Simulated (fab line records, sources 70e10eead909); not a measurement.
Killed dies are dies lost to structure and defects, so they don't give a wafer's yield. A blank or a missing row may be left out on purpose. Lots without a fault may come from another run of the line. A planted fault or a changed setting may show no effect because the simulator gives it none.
Matching of chambers | flow nand harc | 4 sister chambers for NHARC_P_BONDPAD_CMP_32 on cmp-01
The step polishes SiCN, target thk 200 nm. 8 wafers are shown with their chamber, then 11 later ones without.

== EACH WAFER AND ITS CHAMBER ==
wafer  | chamber | motor current A (A) | retaining ring pressure frac
L080.4 | 2       | 10.6                | 0.992
L082.6 | 2       | 10.1                | 1.005
L086.2 | 0       | 11.9                | 1.010
L086.6 | 3       | 17.1                | 1.000
L087.2 | 0       | 12.1                | 0.998
L087.4 | 1       | 12.8                | 0.993
L087.5 | 1       | 11.5                | 1.000
L095.1 | 3       | 15.7                | 0.994

== WAFERS WITHOUT THEIR CHAMBER ==
wafer  | motor current A (A) | retaining ring pressure frac
L095.2 | 11.9                | 1.005
L095.3 | 10.4                | 0.998
L096.3 | 11.6                | 0.998
L096.4 | 12.0                | 0.999
L096.5 | 12.4                | 1.002
L096.1 | 16.5                | 0.998
L096.2 | 10.9                | 0.998
L096.6 | 12.2                | 0.992
L097.1 | 12.1                | 1.005
L097.3 | 10.2                | 1.010
L097.5 | 11.8                | 0.999

== CHAMBER TAKEN BY EACH ==
wafer  | from the rows above          | in truth
L095.2 | can't be placed: 0 or 1      | 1
L095.3 | 2                            | 2
L096.3 | can't be placed: 1 or 0 or 2 | 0
L096.4 | can't be placed: 1 or 0 or 2 | 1
L096.5 | can't be placed: 0 or 1      | 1
L096.1 | 3                            | 3
L096.2 | can't be placed: 2 or 0 or 1 | 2
L096.6 | can't be placed: 1 or 0      | 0
L097.1 | can't be placed: 0 or 1      | 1
L097.3 | can't be placed: 2 or 0 or 1 | 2
L097.5 | can't be placed: 1 or 0 or 2 | 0
Correct placement for 2 of the 11. Unplaceable from these rows: 9, with the true chamber sitting among the candidates in 9. 0 placed wrongly.
How it was worked out, from the rows above alone: a wafer's distance from a chamber is the root of the sum, over the readings, of the square of ((its reading less the chamber's mean) divided by the reading's scatter). If the next closest chamber is less than 2 further off than the closest, the wafer can't be placed; otherwise it belongs to the closest. Each chamber's mean is taken over the wafers shown for it. How the scatter is found: for the shown wafers, subtract from each reading the mean of its chamber, square and add these, divide the total by (wafers less chambers), then take the root.
